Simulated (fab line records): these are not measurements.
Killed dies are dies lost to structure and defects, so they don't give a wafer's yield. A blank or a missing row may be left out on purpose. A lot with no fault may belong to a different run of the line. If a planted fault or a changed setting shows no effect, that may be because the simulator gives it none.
fab line records	flow n5-finfet
[record] lots = 6	wafers = 18	last-day = 17
route steps=1938 shown BEOL_M0@719 BEOL_M4@1111 PASSIVATION@1936
lots untouched by any fault: they come from a run of this same line in which no faults occurred
start-h: hours from the record's first day to the start of the lot's first wafer shown	wait-h: hours from the lot's prior step to this one	" as in the row above	L1.1+2: a row that stands for several wafers	- either no value or no given start	* or withheld: withheld	< > ~ a bound
route shown NAME@n: names a module that has steps shown in the file, with the first one's number in the route	usual: average and standard deviation across the fault-free wafers	same: alike in all rows	chamber/n: place in a boat	sites: per-site readings	_std_site: standard deviation of those values	_edge_site: mean of outer sites minus mean of inner sites	radius-mm: for every site, how far away it sits from the centre of the wafer	mask NAME#n: copy n	behind: tool/chamber where the wafer was last shaped	hold: cause of the lot's hold/its duration in hours/its outcome	device: transistor that didn't switch, given as n, p or np	end of line: the route-end tests of the same wafers	a step given without rows: its recipe and nothing more	killed: count of dies lost to structure and defects at first sort (not the wafer's yield)	map: the dies of a wafer, with x for killed, . for not killed, _ for no die there
set.NAME: setting as actually run; set.NAME@STEP: the setting as run at that earlier step	model.NAME: the simulator's own value behind a step, which no gauge read
a table for each step, a row for each wafer; lots at some steps of the route
services: from which hour (start-h, from the record's first day; less than 0 if before it) a tool's chamber was out of use, for how many hours, and why
[[steps]]
[step N5_BEOL_M0_WET_ETCH_106]
[recipe] chemistry = DHF	dilution = 10:1	temp-c = 25	target = SiO2	target-depth-a = 1300	dry = ipa-marangoni	rinse-time-s = 30	rinse-temp-c = 23
[step N5_BEOL_M0_ETCH_128]
[recipe] chemistry = CF4/N2	target-depth-a = 120	overetch-a = 51	target = SiCN	time-s = 21.4	ion-energy-ev = 150	pressure-mtorr = 40	source-w = 430	bias-w = 70	Ar_flow_sccm = 100	cf4-flow-sccm = 60	n2-flow-sccm = 60
[usual] drypump-motor-current-A = 5.7/0.38	oes-product-au = 0.55/0.052	rf-vpp-V = 382.4/1.9	showerhead-plenum-p-Torr = 2.21/0.072	throttle-valve-pct = 15.47/0.25
lot.wafer	tool	chamber	start-h	wait-h	drypump-motor-current-A	oes-product-au	rf-hours-counter-h	rf-vpp-V	showerhead-plenum-p-Torr	throttle-valve-pct
L163.1	rie-diel-06	1	140.72	0.0	5.7	0.48	232	379.1	2.09	15.75
L163.2	"	2	"	"	5.3	0.63	29	383.0	2.26	15.20
L163.3	"	0	"	"	6.0	0.51	171	381.4	2.11	15.80
L167.2	rie-diel-06	0	167.47	0.1	6.0	0.51	182	379.0	2.11	15.81
L167.3	"	1	"	"	5.7	0.48	243	379.2	2.08	15.78
L167.5	"	2	"	"	5.3	0.61	-	385.5	2.25	15.21
L176.1	rie-diel-01	0	220.63	0.0	6.5	0.60	47	383.9	2.33	15.11
L176.2	"	2	"	"	5.3	0.62	26	383.1	2.26	15.38
L176.6	"	0	"	"	6.5	0.61	-	385.5	2.33	15.12
L177.1	rie-diel-01	2	225.19	0.0	5.3	0.60	27	382.8	2.26	15.39
L177.5	"	2	"	"	5.3	0.62	-	383.9	2.26	15.38
L177.6	"	3	"	"	5.4	0.55	-	383.1	2.23	15.55
L180.1	rie-diel-01	1	240.26	0.3	5.4	0.50	217	383.1	2.20	15.80
L180.2	"	2	"	"	5.3	0.61	32	384.9	2.26	15.41
L180.3	"	0	"	"	6.5	0.59	53	385.6	2.33	15.11
L182.1	rie-diel-01	1	257.68	0.1	5.4	0.50	222	382.0	2.19	15.81
L182.2	"	0	"	"	6.5	0.59	59	384.5	2.33	15.13
L182.3	"	2	"	"	5.3	0.60	37	383.7	2.25	15.40
[step N5_BEOL_M0_TRENCH_ETCH_107]
[recipe] chemistry = C4F6/O2	target-depth-a = 328	target = SiOC	time-s = 16.4	ion-energy-ev = 250	pressure-mtorr = 30	source-w = 355	bias-w = 185	Ar_flow_sccm = 300	C4F6_flow_sccm = 10	O2_flow_sccm = 10
[usual] drypump-motor-current-A = 5.7/0.38	oes-product-au = 0.80/0.079	rf-vpp-V = 665/12	showerhead-plenum-p-Torr = 2.85/0.093	throttle-valve-pct = 20.90/0.24
lot.wafer	tool	chamber	start-h	wait-h	drypump-motor-current-A	oes-product-au	rf-hours-counter-h	rf-vpp-V	showerhead-plenum-p-Torr	throttle-valve-pct
L163.1	rie-diel-06	1	140.76	0.0	5.7	0.69	232	639	2.69	21.12
L163.2	"	2	"	"	5.3	0.93	29	668	2.93	20.81
L163.3	"	0	"	"	6.0	0.74	171	652	2.72	21.18
L167.2	rie-diel-06	0	167.51	0.0	6.0	0.75	182	652	2.72	21.20
L167.3	"	1	"	"	5.7	0.69	243	639	2.69	21.15
L167.5	"	2	"	"	5.3	0.90	-	669	2.93	20.83
L176.1	rie-diel-01	0	220.68	0.0	6.5	0.87	47	676	3.00	20.53
L176.2	"	2	"	"	5.3	0.88	26	673	2.91	20.94
L176.6	"	0	"	"	6.5	0.86	-	674	3.00	20.53
L177.1	rie-diel-01	2	225.24	0.0	5.3	0.88	27	674	2.91	20.96
L177.5	"	2	"	"	5.3	0.89	-	674	2.91	20.94
L177.6	"	3	"	"	5.4	0.81	-	651	2.86	20.94
L180.1	rie-diel-01	1	240.30	0.0	5.4	0.71	217	674	2.85	21.30
L180.2	"	2	"	"	5.3	0.89	32	672	2.91	20.95
L180.3	"	0	"	"	6.5	0.86	53	675	3.00	20.56
L182.1	rie-diel-01	1	257.72	0.0	5.4	0.70	222	674	2.84	21.30
L182.2	"	0	"	"	6.5	0.87	59	676	3.00	20.54
L182.3	"	2	"	"	5.3	0.87	37	670	2.91	20.95
[step N5_BEOL_M0_STRIP_142]
[recipe] chemistry = N2/H2	time-s = 10	power-w = 450	temp-c = 40	pressure-mtorr = 20	rf-frequency-hz = 6e+07	bias-power-w = 7	n2-flow-sccm = 200	h2-flow-sccm = 200
[step N5_BEOL_M0_OCD_MEAS_108]
[usual] trench-depth-nm = 32.9/0.73
lot.wafer	tool	chamber	start-h	wait-h	trench-depth-nm
L163.1	ocd-01	-	140.87	0.1	32.1
L163.2	"	-	"	"	33.6
L163.3	"	-	"	"	32.8
L167.2	ocd-02	-	167.62	0.1	33.0
L167.3	"	-	"	"	32.8
L167.5	"	-	"	"	33.4
L176.1	ocd-02	-	220.78	0.1	33.2
L176.2	"	-	"	"	32.0
L176.6	"	-	"	"	32.2
L177.1	ocd-02	-	225.34	0.1	33.0
L177.5	"	-	"	"	32.3
L177.6	"	-	"	"	33.4
L180.1	ocd-02	-	240.41	0.1	31.5
L180.2	"	-	"	"	32.4
L180.3	"	-	"	"	32.7
L182.1	ocd-01	-	257.83	0.1	31.7
L182.2	"	-	"	"	33.7
L182.3	"	-	"	"	33.2
[step N5_BEOL_M0_HM_STRIP_129]
[recipe] chemistry = peroxide-tin-strip	material = TiN	target-depth-a = 170	temp-c = 50	time-s = 108
[step N5_BEOL_M0_SRD_130]
[recipe] time-s = 30	temp-c = 23	rinse-liquid = diw	dry = ipa-marangoni
[step N5_BEOL_M0_ETCH_109]
[recipe] chemistry = CH3F/O2	target-depth-a = 80	overetch-a = 24	target = SiCN	time-s = 27.4	ion-energy-ev = 120	pressure-mtorr = 30	source-w = 395	bias-w = 75	Ar_flow_sccm = 150	CH3F_flow_sccm = 30	O2_flow_sccm = 20
[usual] drypump-motor-current-A = 5.7/0.39	oes-product-au = 0.67/0.061	rf-vpp-V = 297.5/1.7	showerhead-plenum-p-Torr = 2.01/0.066	throttle-valve-pct = 16.34/0.26
lot.wafer	tool	chamber	start-h	wait-h	drypump-motor-current-A	oes-product-au	rf-hours-counter-h	rf-vpp-V	showerhead-plenum-p-Torr	throttle-valve-pct
L163.1	rie-diel-04	0	140.98	0.0	5.9	0.65	126	296.7	1.93	16.08
L163.2	"	3	"	"	6.1	0.65	146	294.1	1.92	16.01
L163.3	"	2	"	"	5.5	0.63	162	297.8	1.99	16.45
L167.2	rie-diel-04	1	167.73	0.0	5.5	0.60	224	298.1	2.05	16.68
L167.3	"	0	"	"	5.9	0.63	136	294.7	1.93	16.09
L167.5	"	3	"	"	6.1	0.63	-	295.9	1.91	16.05
L176.1	rie-diel-01	0	220.89	0.0	6.5	0.74	47	300.0	2.11	15.97
L176.2	"	3	"	"	5.4	0.69	96	296.4	2.01	16.42
L176.6	"	2	"	"	5.3	0.76	-	297.9	2.05	16.30
L177.1	rie-diel-01	1	225.78	0.4	5.4	0.60	213	297.3	2.00	16.69
L177.5	"	2	"	"	5.3	0.75	-	297.7	2.05	16.30
L177.6	"	1	"	"	5.4	0.62	-	298.1	2.00	16.69
L180.1	rie-diel-01	3	240.52	0.0	5.4	0.67	103	298.9	2.01	16.45
L180.2	"	2	"	"	5.3	0.74	32	297.0	2.05	16.30
L180.3	"	1	"	"	5.4	0.61	217	296.2	1.99	16.70
L182.1	rie-diel-01	3	258.19	0.3	5.4	0.67	109	297.1	2.01	16.44
L182.2	"	2	"	"	5.3	0.75	38	298.5	2.04	16.32
L182.3	"	0	"	"	6.5	0.73	59	300.5	2.11	16.00
[step N5_BEOL_M0_STRIP_139]
[recipe] chemistry = post-etch-residue-remover	time-s = 60	temp-c = 25	remover-ph = withheld	remover-water-wt-pct = withheld	remover-fluoride-wt-pct = withheld
[step N5_BEOL_M0_SRD_111]
[recipe] time-s = 30	temp-c = 23	rinse-liquid = diw	dry = ipa-marangoni
[step N5_BEOL_M0_DEGAS_112]
[recipe] ambient = vacuum	temp-c = 250	time-s = 60
[step N5_BEOL_M0_PRE_CLEAN_113]
[recipe] gas = H2/He	time-s = 30	temp-c = 250
[step N5_BEOL_M0_ALD_136]
[recipe] material = TaN	target-thk-a = *	temp-c = 275	ald-precursor-family = PDMAT	ald-co-reactant = NH3	pressure-torr = 3	carrier-flow-sccm = 1500	pulse-time-s = 2	purge-time-s = 3	co-reactant-purge-time-s = 2	co-reactant-pulse-time-s = 3	ald-cycles = 30	precursor-vessel-temp-c = 75	precursor-vessel-pressure-torr = 26.25	precursor-vessel-carrier-sccm = 1000
[usual] ald-cycles = 30/0	heater-power-outer-w = 225/29	heater-power-w = 407/45	mfc-carrier-sccm = 1501/4.1
lot.wafer	tool	chamber	start-h	wait-h	ald-cycles	heater-power-outer-w	heater-power-w	mfc-carrier-sccm	model.TaN_of_BEOL_M0_ALD_136.thk-nm
L163.1	ald-metal-02	3	141.29	0.1	30	273	463	1507	*
L163.2	"	2	"	"	30	274	503	1500	*
L163.3	"	1	"	"	30	241	435	1505	*
L167.2	ald-metal-04	1	169.19	0.1	30	206	353	1503	*
L167.3	"	2	"	"	30	201	395	1500	*
L167.5	"	1	"	"	30	205	356	1501	*
L176.1	ald-metal-02	0	221.18	0.0	19	234	428	1498	*
L176.2	"	3	"	"	19	279	449	1506	*
L176.6	"	1	"	"	19	238	442	1501	*
L177.1	ald-metal-02	3	226.54	0.0	19	271	471	1501	*
L177.5	"	0	"	"	19	236	431	1505	*
L177.6	"	3	"	"	19	278	453	1499	*
L180.1	ald-metal-01	3	240.86	0.0	30	240	443	1504	*
L180.2	"	0	"	"	30	199	402	1498	*
L180.3	"	2	"	"	30	246	436	1500	*
L182.1	ald-metal-01	0	258.83	0.1	30	200	390	1502	*
L182.2	"	2	"	"	30	246	440	1502	*
L182.3	"	3	"	"	30	234	451	1501	*
[step N5_BEOL_M0_SURFACE_TREAT_137]
[recipe] gas = Ar	time-s = *	ion-energy-ev = *	ion-current-ma-cm2 = 0.5	pressure-mtorr = *	ar-flow-sccm = 30
[step N5_BEOL_M0_CVD_115]
[recipe] material = Co	target-thk-a = *	temp-c = withheld	precursor = CCTBA/H2	pressure-torr = 30	time-s = 120
[step N5_BEOL_M0_SPUTTER_116]
[recipe] material = Cu	target-thk-a = 40	temp-c = -20	chamber-pressure-pa = 0.07	power-w = withheld	time-s = 7.37
[step N5_BEOL_M0_ANNEAL_117]
[recipe] temp-c = 400	time-s = 60	ambient = vacuum
[step N5_BEOL_M0_SPUTTER_132]
[recipe] material = Cu	target-thk-a = 40	temp-c = -20	chamber-pressure-pa = 0.07	power-w = withheld	time-s = 7.37
[step N5_BEOL_M0_ANNEAL_133]
[recipe] temp-c = 400	time-s = 60	ambient = vacuum
[usual] heater-power-w = 794/78
lot.wafer	tool	chamber	start-h	wait-h	heater-power-w
L163.1	pvd-sputter-01	-	143.94	0.0	724
L163.2	"	-	"	"	876
L163.3	"	-	"	"	905
L167.2	pvd-sputter-01	-	169.96	0.0	794
L167.3	"	-	"	"	873
L167.5	"	-	"	"	875
L176.1	pvd-sputter-01	-	222.00	0.0	887
L176.2	"	-	"	"	704
L176.6	"	-	"	"	909
L177.1	pvd-sputter-01	-	227.43	0.0	908
L177.5	"	-	"	"	702
L177.6	"	-	"	"	879
L180.1	pvd-sputter-02	-	243.23	0.0	695
L180.2	"	-	"	"	762
L180.3	"	-	"	"	799
L182.1	pvd-sputter-03	-	259.59	0.0	854
L182.2	"	-	"	"	742
L182.3	"	-	"	"	934
[step N5_BEOL_M0_SPUTTER_134]
[recipe] material = Cu	target-thk-a = 40	temp-c = -20	chamber-pressure-pa = 0.07	power-w = withheld	time-s = 7.37
[step N5_BEOL_M0_ANNEAL_135]
[recipe] temp-c = 400	time-s = 60	ambient = vacuum
[usual] heater-power-w = 794/79
lot.wafer	tool	chamber	start-h	wait-h	heater-power-w
L163.1	pvd-sputter-01	-	144.06	0.0	716
L163.2	"	-	"	"	853
L163.3	"	-	"	"	909
L167.2	pvd-sputter-01	-	170.08	0.0	805
L167.3	"	-	"	"	874
L167.5	"	-	"	"	908
L176.1	pvd-sputter-01	-	222.12	0.0	857
L176.2	"	-	"	"	719
L176.6	"	-	"	"	919
L177.1	pvd-sputter-01	-	227.55	0.0	892
L177.5	"	-	"	"	701
L177.6	"	-	"	"	894
L180.1	pvd-sputter-02	-	243.35	0.0	687
L180.2	"	-	"	"	772
L180.3	"	-	"	"	814
L182.1	pvd-sputter-03	-	259.71	0.0	880
L182.2	"	-	"	"	750
L182.3	"	-	"	"	940
[step N5_BEOL_M0_SPUTTER_141]
[recipe] material = Cu	target-thk-a = 40	temp-c = -20	chamber-pressure-pa = 0.07	power-w = withheld	time-s = 7.37
[step N5_BEOL_M0_ECD_118]
[recipe] material = Cu	target-thk-a = 3000
[step N5_BEOL_M0_ANNEAL_119]
[recipe] temp-c = 225	time-s = 90	ambient = N2
[step N5_BEOL_M0_CMP_120]
[recipe] stop-on = SiOC	t-overpolish-s = 6.9	down-force-psi = 1	platen-rpm = 50	clearing-platen-down-force-psi = 1.5	clearing-platen-rpm = 50	post-cmp-clean = cu-alkaline	clearing-platen-pad-velocity-m-s = 0.99484	pad-velocity-m-s = 0.99484
[usual] barrier-field-endpoint-s = 3.60/0.12	head-pressure-psi = 1.0002/0.0023	motor-current-A = 5.9/0.56	slurry-filter-dp-kPa = 13.51/0.15	slurry-flow-ml-min = 150.0/0.47
lot.wafer	tool	chamber	start-h	wait-h	barrier-field-endpoint-s	head-pressure-psi	motor-current-A	slurry-filter-dp-kPa	slurry-flow-ml-min
L163.2	cmp-04	3	144.59	0.2	3.55	1.0021	6.5	13.68	149.3
L163.3	"	0	"	"	3.57	1.0044	5.0	13.51	149.8
L163.1	"	1	"	"	3.58	1.0003	5.9	13.58	149.4
L167.3	cmp-01	1	170.61	0.2	3.67	1.0014	5.4	13.61	150.0
L167.2	"	0	"	"	3.66	1.0027	6.5	13.48	150.3
L167.5	"	1	"	"	3.69	0.9950	5.4	13.76	149.2
L176.2	cmp-01	1	222.83	0.4	2.92	1.0014	6.0	13.65	149.6
L176.1	"	2	"	"	3.05	1.0008	6.4	13.44	149.5
L176.6	"	0	"	"	3.04	0.9976	6.1	13.58	149.3
L177.1	cmp-01	3	228.27	0.4	2.73	0.9999	5.7	13.34	149.7
L177.6	"	0	"	"	2.83	1.0007	5.8	13.67	150.6
L177.5	"	1	"	"	2.95	0.9983	5.3	13.46	150.1
L180.2	cmp-04	0	244.04	0.2	3.70	1.0000	5.3	13.59	150.3
L180.1	"	1	"	"	3.55	0.9999	6.0	13.34	150.5
L180.3	"	3	"	"	3.59	0.9996	6.8	13.30	149.5
L182.2	cmp-03	0	260.24	0.2	3.40	1.0018	5.2	13.59	150.0
L182.1	"	2	"	"	3.59	0.9995	5.3	13.60	150.2
L182.3	"	3	"	"	3.63	1.0003	7.0	13.44	150.5
[step N5_BEOL_M4_RC_MEAS_101]
[usual] DIBL_N = 36.6/1.8	DIBL_P = 37.1/2.1	IOFF_N = 0.17/0.033	IOFF_P = 0.23/0.039	ION_N = 681/13	ION_P = 467/8.7	SS_N = 71.6/0.59	SS_P = 73.4/0.63	VT_N = 249/3.4	VT_P = -249/3.7
lot.wafer	tool	chamber	start-h	wait-h	DIBL_N[mV/V]	DIBL_P[mV/V]	IOFF_N[nA/um]	IOFF_P[nA/um]	ION_N[uA/um]	ION_P[uA/um]	SS_N[mV/dec]	SS_P[mV/dec]	VT_N[mV]	VT_P[mV]
L163.1	prober-01	0	188.06	0.4	35.3	32.6	0.12	0.15	659	452	71.3	72.3	257	-256
L163.2	"	0	"	"	38.0	37.2	0.17	0.21	683	468	71.6	74.0	246	-254
L163.3	"	0	"	"	35.7	34.2	0.12	0.17	657	457	71.5	73.0	255	-253
L167.2	prober-01	0	220.41	0.2	37.5	38.1	0.18	0.23	674	459	72.4	73.6	248	-250
L167.3	"	0	"	"	36.1	35.2	0.15	0.20	689	472	71.3	72.5	248	-250
L167.5	"	0	"	"	38.5	39.5	0.19	0.26	673	462	71.9	73.5	250	-247
L176.1	prober-01	0	271.13	0.0	35.6	34.9	0.14	0.19	664	456	71.7	73.5	252	-254
L176.2	"	0	"	"	33.6	32.5	0.12	0.16	669	464	70.9	72.8	254	-253
L176.6	"	0	"	"	34.0	32.4	0.12	0.16	678	464	71.2	72.2	255	-257
L177.1	prober-01	0	285.69	0.0	38.5	37.2	0.19	0.24	693	473	72.0	73.4	249	-248
L177.5	"	0	"	"	38.7	36.2	0.18	0.23	688	466	71.5	73.0	250	-248
L177.6	"	0	"	"	39.8	38.1	0.21	0.26	697	475	71.9	74.0	244	-246
L180.1	prober-01	0	291.62	0.0	37.0	37.2	0.18	0.25	686	471	71.2	73.0	247	-247
L180.2	"	0	"	"	38.1	37.8	0.20	0.26	680	467	72.1	73.7	246	-248
L180.3	"	0	"	"	38.9	39.1	0.21	0.28	694	477	72.4	73.8	244	-246
L182.1	prober-01	0	299.88	0.0	36.6	35.5	0.17	0.22	682	470	71.4	74.1	249	-248
L182.2	"	0	"	"	37.6	37.3	0.19	0.25	701	475	71.9	74.0	245	-249
L182.3	"	0	"	"	34.7	33.3	0.13	0.18	672	464	70.5	73.4	251	-252
[step N5_PASSIVATION_PROBE_49]
[usual] defect-limited-yield = 91.1/1.4	killed_at_M0_to_M3 = 32/9.4	killed_at_M4_up = 14/5.1	killed-at-contacts = 11/5.5	killed-at-front-end = 44/13	killed-at-other = 4/3.2	killed-dies = 104/16	killed-open = 70/12	killed-short = 33/7.8	sort_bin_5_function = 5.1/0.91	sort_bin_6_memory = 3.4/0.63	sort-n-pass = 1075/16	sort-yield-pct = 91.2/1.4
[same] gross-dies = 1180	killed-at-back-side = 0	sort_bin_4_leakage[%] = 0	sort_bin_8_speed[%] = 0
lot.wafer	tool	chamber	start-h	wait-h	defect-limited-yield[%]	killed_at_M0_to_M3	killed_at_M4_up	killed-at-contacts	killed-at-front-end	killed-at-other	killed-dies	killed-open	killed-short	sort_bin_5_function[%]	sort_bin_6_memory[%]	sort-n-pass	sort-yield-pct[%]
L163.1	prober-01	-	293.55	0.0	90.6	40	18	17	34	2	111	77	33	5.6	3.6	1069	90.6
L163.2	prober-01	-	293.60	0.1	92.2	30	8	11	39	4	92	65	26	4.4	3.2	1088	92.2
L163.3	prober-01	-	293.65	0.1	92.4	31	11	12	35	1	90	59	30	4.5	2.9	1090	92.4
L176.1	prober-01	-	373.59	0.0	91.1	45	8	7	40	5	105	69	36	5.6	3.2	1075	91.1
L176.2	prober-01	-	373.64	0.1	91.0	43	19	18	25	1	106	77	29	4.7	4.0	1074	91.0
L176.6	prober-01	-	373.84	0.3	91.4	47	15	6	33	0	101	76	25	5.0	3.3	1079	91.4
L182.1	prober-02	-	401.10	0.0	91.4	42	13	3	36	7	101	78	23	5.4	2.8	1079	91.4
L182.2	prober-02	-	401.15	0.1	92.5	28	18	9	32	2	89	56	29	4.9	2.5	1091	92.5
L182.3	prober-02	-	401.20	0.1	92.7	23	14	4	41	4	86	57	27	4.4	2.4	1094	92.7
// killed by level:class
L163.1 BEOL_M3:geometric-particle:open=13 STI_FIN_REVEAL:geometric-particle:open=12 BEOL_M4:geometric-particle:open=12 MOL_CONTACT_COAG:geometric-particle:open=12 BEOL_M3:geometric-particle:short=8 FIN_SAQP:geometric-particle:open=5 FIN_SAQP:geometric-particle:short=4 MOL_CONTACT_COAG:geometric-particle:short=4
L163.2 STI_FIN_REVEAL:geometric-particle:open=18 BEOL_M0_SAQP:geometric-particle:short=8 MOL_CONTACT_COAG:geometric-particle:open=8 BEOL_M3:geometric-particle:open=8 BEOL_M2:geometric-particle:open=5 STI_FIN_REVEAL:geometric-particle:short=4 FIN_SAQP:geometric-particle:short=3 DUMMY_GATE:geometric-particle:open=3
L163.3 BEOL_M3:geometric-particle:open=12 MOL_CONTACT_COAG:geometric-particle:open=10 FIN_SAQP:geometric-particle:short=6 FIN_SAQP:geometric-particle:open=5 BEOL_M0_SAQP:geometric-particle:open=5 BEOL_M3:geometric-particle:short=5 GATE_CUT:geometric-particle:short=4 STARTING-WAFER:geometric-particle:short=4
L176.1 BEOL_M0_SAQP:geometric-particle:open=10 BEOL_M0_SAQP:geometric-particle:short=10 BEOL_M1:geometric-particle:open=9 FIN_SAQP:geometric-particle:short=8 DUMMY_GATE:geometric-particle:open=8 FIN_SAQP:geometric-particle:open=6 STI_FIN_REVEAL:geometric-particle:open=6 MOL_CONTACT_COAG:geometric-particle:open=6
L176.2 BEOL_M1:geometric-particle:open=19 MOL_CONTACT_COAG:geometric-particle:open=13 BEOL_M4:geometric-particle:open=8 BEOL_M0_SAQP:geometric-particle:short=7 FIN_SAQP:geometric-particle:open=6 DUMMY_GATE:geometric-particle:open=6 MOL_CONTACT_COAG:geometric-particle:short=5 BEOL_M8:geometric-particle:open=5
L176.6 BEOL_M0_SAQP:geometric-particle:open=15 BEOL_M0_SAQP:geometric-particle:short=10 STI_FIN_REVEAL:geometric-particle:open=9 DUMMY_GATE:geometric-particle:open=8 BEOL_M1:geometric-particle:open=8 BEOL_M4:geometric-particle:open=7 BEOL_M2:geometric-particle:open=7 FIN_SAQP:geometric-particle:open=5
L182.1 FIN_SAQP:geometric-particle:open=15 BEOL_M2:geometric-particle:open=13 BEOL_M3:geometric-particle:open=10 GATE_CUT:geometric-particle:short=6 BEOL_M0_SAQP:geometric-particle:open=6 STI_FIN_REVEAL:geometric-particle:open=4 BEOL_M0_SAQP:geometric-particle:short=4 BEOL_M4:geometric-particle:open=4
L182.2 MOL_CONTACT_COAG:geometric-particle:open=9 STI_FIN_REVEAL:geometric-particle:open=8 GATE_CUT:geometric-particle:short=8 BEOL_M0_SAQP:geometric-particle:short=6 BEOL_M3:geometric-particle:open=6 BEOL_M5:geometric-particle:open=5 BEOL_M0_SAQP:geometric-particle:open=4 BEOL_M0:geometric-particle:open=4
L182.3 STI_FIN_REVEAL:geometric-particle:open=14 BEOL_M2:geometric-particle:open=8 GATE_CUT:geometric-particle:short=6 BEOL_M4:geometric-particle:open=5 BEOL_M4:geometric-particle:short=5 FIN_SAQP:geometric-particle:open=4 STARTING-WAFER:geometric-particle:short=4 GATE_CUT:geometric-particle:open=3
[[services]]
tool	chamber	start-h	hours	kind
ald-metal-01	1	121.56	24.9	repair
rie-diel-01	2	127.75	5.9	repair
rie-diel-06	3	132.13	5.1	repair
cmp-01	-	152.15	1.9	repair
cmp-04	-	167.48	1.2	repair
ald-metal-02	3	168.49	27.0	repair
cmp-03	-	173.99	0.4	repair
ald-metal-02	2	177.30	7.2	repair
ald-metal-01	-	178.43	28.1	pm
rie-diel-06	1	185.36	-	clean
rie-diel-06	1	185.36	-	consumable-replace:focus-ring
rie-diel-06	1	185.36	-	consumable-replace:showerhead
rie-diel-06	1	185.36	11.7	scheduled-down
rie-diel-06	1	185.36	11.7	vent-cycle
cmp-03	-	191.08	4.0	repair
rie-diel-06	3	201.78	4.3	repair
cmp-01	-	215.29	4.0	pm
ald-metal-02	2	228.44	25.2	repair
rie-diel-04	3	231.06	9.3	repair
pvd-sputter-03	-	233.49	3.4	repair
cmp-01	-	239.60	2.1	repair
rie-diel-04	2	245.90	6.5	repair
cmp-01	-	246.61	1.4	repair
cmp-03	-	253.60	5.8	pm
[[key]]
[first-sign] step = N5_BEOL_M0_ALD_136	reading = ald-cycles	direction = down	sigmas = 99+	usual = *	struck = *
[effect] step = N5_BEOL_M0_CMP_120	reading = barrier-field-endpoint-s	direction = down	sigmas = 5.9	usual = 3.60	struck = 2.92
[model-effect] step = N5_BEOL_M0_ALD_136	value = TaN_of_BEOL_M0_ALD_136.thk-nm	without = *	struck = *
met-at N5_BEOL_M0_ALD_136
struck-wafers L176.1,L176.2,L176.6,L177.1,L177.5,L177.6
onset-between 141.29 221.18
[fault] kind = process-parameter-drift	tool = ald-metal-02	chamber = -	onset-h = 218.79	steps = N5_BEOL_M0_ALD_136	channel = ald-cycles	offset = *	shape = step	end-h = 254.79	acts-in = *	stated = *
